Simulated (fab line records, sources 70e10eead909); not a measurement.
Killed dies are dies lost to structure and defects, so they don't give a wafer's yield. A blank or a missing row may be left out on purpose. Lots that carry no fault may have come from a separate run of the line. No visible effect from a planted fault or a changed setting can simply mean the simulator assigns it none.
Which tool did it? :: flow nand_harc :: 13 lots, 39 wafers sampled, at 5 steps of a route of 1159

WHAT THE GAUGES READ, wafer by wafer
NHARC_END_SORT_01. Usual: killed_at_array 28, standard deviation 11; killed_at_other 0.8, standard deviation 1.3; killed_at_periphery 3.6, standard deviation 2.5; killed_dies 32, standard deviation 11; killed_open 3.0, standard deviation 1.8; killed_short 2.0, standard deviation 1.5.
lot: L432
measured: day 20 22:04
on: prober-02
killed_at_array: 23 49 31
killed_at_other: 0 0 0
killed_at_periphery: 3 5 1
killed_dies: 26 54 32
killed_open: 2 6 3
killed_short: 2 2 2
flag: 

lot: L434
measured: day 21 05:14
on: prober-01
killed_at_array: 29 34 28
killed_at_other: 2 1 0
killed_at_periphery: 3 4 2
killed_dies: 34 39 30
killed_open: 1 4 5
killed_short: 4 2 0
flag: 

lot: L441
measured: day 22 13:08
on: prober-02
killed_at_array: 33
killed_at_other: 0
killed_at_periphery: 0
killed_dies: 33
killed_open: 0
killed_short: 2
flag: 

lot: L440
measured: day 22 13:20
on: prober-01
killed_at_array: 20 21 32
killed_at_other: 1 0 2
killed_at_periphery: 3 7 7
killed_dies: 24 28 41
killed_open: 2 2 2
killed_short: 4 4 2
flag: 

lot: L442
measured: day 22 21:02
on: prober-02
killed_at_array: 15 32 22
killed_at_other: 0 0 1
killed_at_periphery: 4 3 2
killed_dies: 19 35 25
killed_open: 2 5 3
killed_short: 1 5 1
flag: 

lot: L443
measured: day 23 12:03
on: prober-01
killed_at_array: 35 38 38
killed_at_other: 0 1 1
killed_at_periphery: 4 6 1
killed_dies: 39 45 40
killed_open: 4 4 2
killed_short: 7 2 3
flag: 

lot: L450
measured: day 24 18:07
on: prober-01
killed_at_array: 31 17 26
killed_at_other: 0 0 0
killed_at_periphery: 2 4 3
killed_dies: 33 21 29
killed_open: 4 4 8
killed_short: 3 2 0
flag: 

lot: L449
measured: day 25 01:52
on: prober-02
killed_at_array: 50 47 50
killed_at_other: 2 3 0
killed_at_periphery: 2 2 6
killed_dies: 54 52 56
killed_open: 2 4 5
killed_short: 2 4 5
flag: 

WHAT TOOL EACH LOT RAN ON (gives the tool, then ch and the chambers of the sampled wafers, and finally the start)
lot: L428
NHARC_A_WL_FILL_ALD_00: ald_hk-04 ch 0,2,3, day 14 19:20
NHARC_A_WL_FILL_STRIP_29: rie_diel-08 ch 1,3, day 15 14:35
NHARC_A_WL_FILL_ETCHBACK_26: rie_si-03 ch 0,2, day 15 19:44
NHARC_A_CONTACT_DEP_28: acl_dep-03 ch 0, day 16 07:39

lot: L430
NHARC_A_WL_FILL_ALD_00: ald_hk-04 ch 1,2, day 14 22:36
NHARC_A_WL_FILL_STRIP_29: rie_diel-03 ch 0,1,3, day 15 20:43
NHARC_A_WL_FILL_ETCHBACK_26: rie_si-05 ch 1,2,3, day 16 02:10
NHARC_A_CONTACT_DEP_28: acl_dep-02 ch 0, day 16 14:53

lot: L429
NHARC_A_WL_FILL_ALD_00: ald_hk-02 ch 0,2, day 14 22:36
NHARC_A_WL_FILL_STRIP_29: rie_diel-03 ch 0,1, day 15 15:38
NHARC_A_WL_FILL_ETCHBACK_26: rie_si-02 ch 0,2,3, day 15 19:45
NHARC_A_CONTACT_DEP_28: acl_dep-01 ch 0, day 16 04:01

lot: L432
NHARC_A_WL_FILL_ALD_00: ald_hk-02 ch 0,1,2, day 15 08:37
NHARC_A_WL_FILL_STRIP_29: rie_diel-12 ch 0,2,3, day 15 23:09
NHARC_A_WL_FILL_ETCHBACK_26: rie_si-03 ch 1,2, day 16 02:10
NHARC_A_CONTACT_DEP_28: acl_dep-01 ch 0, day 16 15:10

lot: L434
NHARC_A_WL_FILL_ALD_00: ald_hk-01 ch 0,1, day 15 19:28
NHARC_A_WL_FILL_STRIP_29: rie_diel-08 ch 2,3, day 16 22:21
NHARC_A_WL_FILL_ETCHBACK_26: rie_si-05 ch 0,2,3, day 17 03:49
NHARC_A_CONTACT_DEP_28: acl_dep-03 ch 0, day 17 15:04

lot: L441
NHARC_A_WL_FILL_ALD_00: ald_hk-02 ch 0,1,3, day 17 19:59
NHARC_A_WL_FILL_STRIP_29: rie_diel-12 ch 0,1,2, day 18 10:37
NHARC_A_WL_FILL_ETCHBACK_26: rie_si-02 ch 0,1,3, day 18 15:56
NHARC_A_CONTACT_DEP_28: acl_dep-01 ch 0, day 18 22:34

lot: L440
NHARC_A_WL_FILL_ALD_00: ald_hk-04 ch 0,1,3, day 17 19:59
NHARC_A_WL_FILL_STRIP_29: rie_diel-03 ch 0,1,3, day 18 10:36
NHARC_A_WL_FILL_ETCHBACK_26: rie_si-03 ch 0,1,2, day 18 15:56
NHARC_A_CONTACT_DEP_28: acl_dep-03 ch 0, day 18 23:54

lot: L445
NHARC_A_WL_FILL_ALD_00: ald_hk-02 ch 0,2, day 18 16:05
NHARC_A_WL_FILL_STRIP_29: rie_diel-08 ch 0,3, day 19 10:23
NHARC_A_WL_FILL_ETCHBACK_26: rie_si-03 ch 0,1,2, day 19 15:26
NHARC_A_CONTACT_DEP_28: acl_dep-03 ch 0, day 20 02:24

lot: L442
NHARC_A_WL_FILL_ALD_00: ald_hk-02 ch 2,3, day 18 16:14
NHARC_A_WL_FILL_STRIP_29: rie_diel-03 ch 0,1,2, day 19 10:49
NHARC_A_WL_FILL_ETCHBACK_26: rie_si-02 ch 0,1,2, day 19 15:28
NHARC_A_CONTACT_DEP_28: acl_dep-01 ch 0, day 19 22:29

lot: L443
NHARC_A_WL_FILL_ALD_00: ald_hk-04 ch 0,1,3, day 18 16:15
NHARC_A_WL_FILL_STRIP_29: rie_diel-12 ch 0,1,3, day 19 13:29
NHARC_A_WL_FILL_ETCHBACK_26: rie_si-02 ch 1,3, day 19 18:47
NHARC_A_CONTACT_DEP_28: acl_dep-01 ch 0, day 20 04:49

lot: L451
NHARC_A_WL_FILL_ALD_00: ald_hk-01 ch 0,2,3, day 20 00:05
NHARC_A_WL_FILL_STRIP_29: rie_diel-12 ch 0,2,3, day 20 18:49
NHARC_A_WL_FILL_ETCHBACK_26: rie_si-02 ch 0,1,3, day 20 23:55
NHARC_A_CONTACT_DEP_28: acl_dep-03 ch 0, day 21 08:14

lot: L450
NHARC_A_WL_FILL_ALD_00: ald_hk-02 ch 1,3, day 20 00:05
NHARC_A_WL_FILL_STRIP_29: rie_diel-08 ch 1,2,3, day 20 18:51
NHARC_A_WL_FILL_ETCHBACK_26: rie_si-03 ch 0,2, day 20 23:55
NHARC_A_CONTACT_DEP_28: acl_dep-02 ch 0, day 21 12:40

lot: L449
NHARC_A_WL_FILL_ALD_00: ald_hk-02 ch 0,1,2, day 20 00:15
NHARC_A_WL_FILL_STRIP_29: rie_diel-08 ch 1,2,3, day 20 22:03
NHARC_A_WL_FILL_ETCHBACK_26: rie_si-05 ch 0,2,3, day 21 03:22
NHARC_A_CONTACT_DEP_28: acl_dep-03 ch 0, day 21 17:28
- NHARC_A_WL_FILL_ALD_00: deposits Al2O3, target thk 3 nm, pulse time 3 s, ald cycles 30.
- NHARC_A_WL_FILL_STRIP_29: strips in O2, time 20 s.
- NHARC_A_WL_FILL_ETCHBACK_26: etches the open film in HBr, target depth 52 nm, time 13.3 s.
- NHARC_A_CONTACT_DEP_28: deposits aC, target thk 3600 nm.

AS READ BY THE TOOLS THEMSELVES (means over the sampled wafers that have a number; for cases with no such wafer, the mark the record gives instead)
NHARC_A_WL_FILL_ALD_00. Usual: heater_power_w 444 W, standard deviation 35; precursor_pulse_height_rel 1.001, standard deviation 0.02.
lot: L428
tool: ald_hk-04
heater_power_w (W): 490
precursor_pulse_height_rel: 1.008
flag: 

lot: L430
tool: ald_hk-04
heater_power_w (W): 497
precursor_pulse_height_rel: 1.015
flag: 

lot: L429
tool: ald_hk-02
heater_power_w (W): 425
precursor_pulse_height_rel: 0.979
flag: 

lot: L432
tool: ald_hk-02
heater_power_w (W): 439
precursor_pulse_height_rel: 0.994
flag: 

lot: L434
tool: ald_hk-01
heater_power_w (W): 460
precursor_pulse_height_rel: 1.021
flag: 

lot: L441
tool: ald_hk-02
heater_power_w (W): 426
precursor_pulse_height_rel: 0.996
flag: 

lot: L440
tool: ald_hk-04
heater_power_w (W): 483
precursor_pulse_height_rel: 1.003
flag: 

lot: L445
tool: ald_hk-02
heater_power_w (W): 429
precursor_pulse_height_rel: 1.011
flag: 

lot: L442
tool: ald_hk-02
heater_power_w (W): 423
precursor_pulse_height_rel: 0.992
flag: 

lot: L443
tool: ald_hk-04
heater_power_w (W): 487
precursor_pulse_height_rel: 0.998
flag: 

lot: L451
tool: ald_hk-01
heater_power_w (W): 405
precursor_pulse_height_rel: 0.990
flag: 

lot: L450
tool: ald_hk-02
heater_power_w (W): 420
precursor_pulse_height_rel: 0.995
flag: 

lot: L449
tool: ald_hk-02
heater_power_w (W): 435
precursor_pulse_height_rel: 1.003
flag: 

NHARC_A_WL_FILL_STRIP_29. Usual: drypump_motor_current_A 5.6 A, standard deviation 0.34; oes_product_au 1.002 a.u., standard deviation 0.0085; rf_vpp_V 58.0 V, standard deviation 0.84; showerhead_plenum_p_Torr 3.60 Torr, standard deviation 0.11; throttle_valve_pct 17.037 %, standard deviation 0.0083.
lot: L428
tool: rie_diel-08
drypump_motor_current_A (A): 5.8
oes_product_au (a.u.): 1.003
rf_vpp_V (V): 57.7
showerhead_plenum_p_Torr (Torr): 3.62
throttle_valve_pct (%): 17.042
flag: 

lot: L430
tool: rie_diel-03
drypump_motor_current_A (A): 5.5
oes_product_au (a.u.): 1.002
rf_vpp_V (V): 57.5
showerhead_plenum_p_Torr (Torr): 3.65
throttle_valve_pct (%): 17.033
flag: 

lot: L429
tool: rie_diel-03
drypump_motor_current_A (A): 5.5
oes_product_au (a.u.): 0.999
rf_vpp_V (V): 57.7
showerhead_plenum_p_Torr (Torr): 3.70
throttle_valve_pct (%): 17.039
flag: 

lot: L432
tool: rie_diel-12
drypump_motor_current_A (A): 6.0
oes_product_au (a.u.): 1.001
rf_vpp_V (V): 57.9
showerhead_plenum_p_Torr (Torr): 3.60
throttle_valve_pct (%): 17.039
flag: 

lot: L434
tool: rie_diel-08
drypump_motor_current_A (A): 5.8
oes_product_au (a.u.): 1.007
rf_vpp_V (V): 58.2
showerhead_plenum_p_Torr (Torr): 3.60
throttle_valve_pct (%): 17.039
flag: 

lot: L441
tool: rie_diel-12
drypump_motor_current_A (A): 5.9
oes_product_au (a.u.): 1.007
rf_vpp_V (V): 57.6
showerhead_plenum_p_Torr (Torr): 3.57
throttle_valve_pct (%): 17.037
flag: 

lot: L440
tool: rie_diel-03
drypump_motor_current_A (A): 5.5
oes_product_au (a.u.): 0.999
rf_vpp_V (V): 57.9
showerhead_plenum_p_Torr (Torr): 3.65
throttle_valve_pct (%): 17.042
flag: 

lot: L445
tool: rie_diel-08
drypump_motor_current_A (A): 5.5
oes_product_au (a.u.): 0.979
rf_vpp_V (V): 58.5
showerhead_plenum_p_Torr (Torr): 3.68
throttle_valve_pct (%): 17.036
flag: 

lot: L442
tool: rie_diel-03
drypump_motor_current_A (A): 5.6
oes_product_au (a.u.): 0.996
rf_vpp_V (V): 58.2
showerhead_plenum_p_Torr (Torr): 3.71
throttle_valve_pct (%): 17.025
flag: 

lot: L443
tool: rie_diel-12
drypump_motor_current_A (A): 5.9
oes_product_au (a.u.): 1.001
rf_vpp_V (V): 57.1
showerhead_plenum_p_Torr (Torr): 3.47
throttle_valve_pct (%): 17.029
flag: 

lot: L451
tool: rie_diel-12
drypump_motor_current_A (A): 6.0
oes_product_au (a.u.): 1.008
rf_vpp_V (V): 58.0
showerhead_plenum_p_Torr (Torr): 3.60
throttle_valve_pct (%): 17.042
flag: 

lot: L450
tool: rie_diel-08
drypump_motor_current_A (A): 5.5
oes_product_au (a.u.): 0.998
rf_vpp_V (V): 57.4
showerhead_plenum_p_Torr (Torr): 3.59
throttle_valve_pct (%): 17.035
flag: 

lot: L449
tool: rie_diel-08
drypump_motor_current_A (A): 5.5
oes_product_au (a.u.): 0.999
rf_vpp_V (V): 58.6
showerhead_plenum_p_Torr (Torr): 3.59
throttle_valve_pct (%): 17.033
flag: 

NHARC_A_WL_FILL_ETCHBACK_26. Usual: drypump_motor_current_A 5.8 A, standard deviation 0.32; oes_product_au 1.000 a.u., standard deviation 0.0079; throttle_valve_pct 23.265 %, standard deviation 0.0093.
lot: L428
tool: rie_si-03
drypump_motor_current_A (A): 6.1
oes_product_au (a.u.): 0.999
throttle_valve_pct (%): 23.260
flag: 

lot: L430
tool: rie_si-05
drypump_motor_current_A (A): 5.6
oes_product_au (a.u.): 1.004
throttle_valve_pct (%): 23.268
flag: 

lot: L429
tool: rie_si-02
drypump_motor_current_A (A): 5.7
oes_product_au (a.u.): 0.996
throttle_valve_pct (%): 23.270
flag: 

lot: L432
tool: rie_si-03
drypump_motor_current_A (A): 6.2
oes_product_au (a.u.): 1.003
throttle_valve_pct (%): 23.265
flag: 

lot: L434
tool: rie_si-05
drypump_motor_current_A (A): 5.5
oes_product_au (a.u.): 1.073
throttle_valve_pct (%): 23.270
flag: OFF

lot: L441
tool: rie_si-02
drypump_motor_current_A (A): 5.7
oes_product_au (a.u.): 1.003
throttle_valve_pct (%): 23.261
flag: 

lot: L440
tool: rie_si-03
drypump_motor_current_A (A): 6.1
oes_product_au (a.u.): 0.996
throttle_valve_pct (%): 23.257
flag: 

lot: L445
tool: rie_si-03
drypump_motor_current_A (A): 6.1
oes_product_au (a.u.): 0.999
throttle_valve_pct (%): 23.266
flag: 

lot: L442
tool: rie_si-02
drypump_motor_current_A (A): 5.9
oes_product_au (a.u.): 0.996
throttle_valve_pct (%): 23.264
flag: 

lot: L443
tool: rie_si-02
drypump_motor_current_A (A): 5.5
oes_product_au (a.u.): 1.001
throttle_valve_pct (%): 23.262
flag: 

lot: L451
tool: rie_si-02
drypump_motor_current_A (A): 5.7
oes_product_au (a.u.): 1.006
throttle_valve_pct (%): 23.268
flag: 

lot: L450
tool: rie_si-03
drypump_motor_current_A (A): 6.1
oes_product_au (a.u.): 1.004
throttle_valve_pct (%): 23.277
flag: 

lot: L449
tool: rie_si-05
drypump_motor_current_A (A): 5.5
oes_product_au (a.u.): 1.007
throttle_valve_pct (%): 23.264
flag: 

NHARC_A_CONTACT_DEP_28. Usual: throttle_valve_pct reads 35.001 % (standard deviation 0.0097).
lot: L428
tool: acl_dep-03
throttle_valve_pct (%): 34.998
flag: 

lot: L430
tool: acl_dep-02
throttle_valve_pct (%): 34.994
flag: 

lot: L429
tool: acl_dep-01
throttle_valve_pct (%): 34.996
flag: 

lot: L432
tool: acl_dep-01
throttle_valve_pct (%): 34.993
flag: 

lot: L434
tool: acl_dep-03
throttle_valve_pct (%): 35.003
flag: 

lot: L441
tool: acl_dep-01
throttle_valve_pct (%): 35.005
flag: 

lot: L440
tool: acl_dep-03
throttle_valve_pct (%): 34.997
flag: 

lot: L445
tool: acl_dep-03
throttle_valve_pct (%): 34.987
flag: 

lot: L442
tool: acl_dep-01
throttle_valve_pct (%): 35.005
flag: 

lot: L443
tool: acl_dep-01
throttle_valve_pct (%): 35.008
flag: 

lot: L451
tool: acl_dep-03
throttle_valve_pct (%): 35.012
flag: 

lot: L450
tool: acl_dep-02
throttle_valve_pct (%): 34.997
flag: 

lot: L449
tool: acl_dep-03
throttle_valve_pct (%): 35.006
flag: 

THE ANSWER, worked out from the rows above alone
Rule: lot off if the mean of its wafers having a number is beyond 3 standard deviations from the usual mean. Also off: a lot with no number at a reading for which 4 or more lots have one. All remaining lots with rows at the step are treated as sound. After the gauges, taken in route order, come the tools' own readings; for these a lot's mean is taken, as printed above. At the first step where some lot is off, the reading lying furthest off is the one used; lots without a number count as furthest.
Off: L434, at NHARC_A_WL_FILL_ETCHBACK_26 (oes_product_au).
A tool fits if, at that step or a process step before it, it ran every lot that is off, and no sound lot after the first of them. None of those tried fits.

WHAT THE SIMULATOR HAD INSERTED
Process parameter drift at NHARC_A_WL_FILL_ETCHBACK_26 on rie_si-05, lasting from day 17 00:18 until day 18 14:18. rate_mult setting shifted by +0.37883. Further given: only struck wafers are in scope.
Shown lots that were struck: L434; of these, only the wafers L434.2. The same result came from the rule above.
